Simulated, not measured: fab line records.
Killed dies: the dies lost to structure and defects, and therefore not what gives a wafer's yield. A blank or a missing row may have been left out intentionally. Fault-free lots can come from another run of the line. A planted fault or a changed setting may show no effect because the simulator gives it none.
Code-filled problem report in 8D (eight disciplines) form ; flow n5Finfet ; the parts of the form that need people (team, actions taken, sign-off) are left out

== 1. THE ISSUE ==
Mean M12_ILD_THK at N5_BEOL_M12_THK_MEAS_01: 531 nm over 2 wafers in 2 lots; fault-free wafers: 662 nm, standard deviation 10. That is -13 standard deviations from the usual mean.
Seen first at day 13 19:49 on filmMetro-02, wafer L354.6. The record has a number at this step for 11 wafers belonging to 4 lots. Rule for "out", or "out of limits": more than 4 standard deviations from the usual mean. The rest of the wafers with a number are treated as sound.

== 2. WHAT IT IS AND WHAT IT IS NOT ==
question;is;is not
which readings at this step;M12_ILD_THK;-
which lots;L354, L358;L351, L364
which wafers of those lots;L354.6, L358.6;L354.2, L354.4, L358.5
read on which gauges;filmMetro-01, filmMetro-02;-
when;from day 13 19:49;"up to then (5 sound wafers); but 4 sound wafers of L358, L364 came after"

== 3. SUSPECTS, AND WHAT RULES EACH OUT ==
Counting: if a tool at a process step up to the reading ran every lot that is out, it stays a suspect. Sound lots after the first of them don't rule it out here, since some wafers of a struck lot are sound.
- ruled out: the gauge at N5_BEOL_M12_THK_MEAS_01. 2 gauges (filmMetro-01, filmMetro-02) read the wafers that are out.
- pecvd-03 at N5_BEOL_M12_ILD_DEP_00 (deposits SiOC from DEMS/O2, target thk 658.92 nm, time 130.7 s): kept. It ran every lot that is out, first L354 (day 13 19:41); its last sound lot up to then is L351 (day 13 08:25). Its own runLengthS readings are out on those wafers.
Remaining after the count: pecvd-03 at N5_BEOL_M12_ILD_DEP_00.

== 4. THE CAUSE (what the simulator had put in) ==
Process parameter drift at N5_BEOL_M12_ILD_DEP_00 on pecvd-03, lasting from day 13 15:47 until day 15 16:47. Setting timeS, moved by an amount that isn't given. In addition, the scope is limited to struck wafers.
Counting left only this tool.

== 5. THE CHAIN OF EFFECTS, in route order ==
Each row: a reading whose mean over the struck wafers that have a number lies more than 3 standard deviations from the usual. Only readings whose record carries a usual standard deviation are examined. hours: median over the lots of the time between each lot's start at the first step of this table that gives one and its start at this step. sigmas: the change, counted in usual standard deviations.
hours;step;reading;usual;on struck wafers;change;sigmas
0;N5_BEOL_M12_ILD_DEP_00;runLengthS;175.9 s;147.8;-28.1;-43
0;N5_BEOL_M12_THK_MEAS_01;M12_ILD_THK;662 nm;531;-131;-13
1;N5_BEOL_M12_STRIP_63;stripTimeToEndpointS;42.2 s;52.5;+10.3;+9.4
It contains these process steps:
- N5_BEOL_M12_ILD_DEP_00: deposits SiOC from DEMS/O2, target thk 658.92 nm, time 130.7 s.
- N5_BEOL_M12_STRIP_63: strips in N2/H2.

== 6. WHAT WOULD HAVE CAUGHT IT SOONER ==
Counted from the fault's start at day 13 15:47, it took 4 hours until the first out-of-limits reading at a measuring or inspecting step in this record, taken at day 13 19:49.
Tool's own readings at N5_BEOL_M12_ILD_DEP_00, runLengthS: out on all struck wafers the step has rows for; an alarm limit on them would have tripped on the first.
L358, from the lots that are out (2), started N5_BEOL_M12_ILD_DEP_00 on pecvd-03 later than day 13 19:49. Had the tool been put on hold then, it would have been spared.
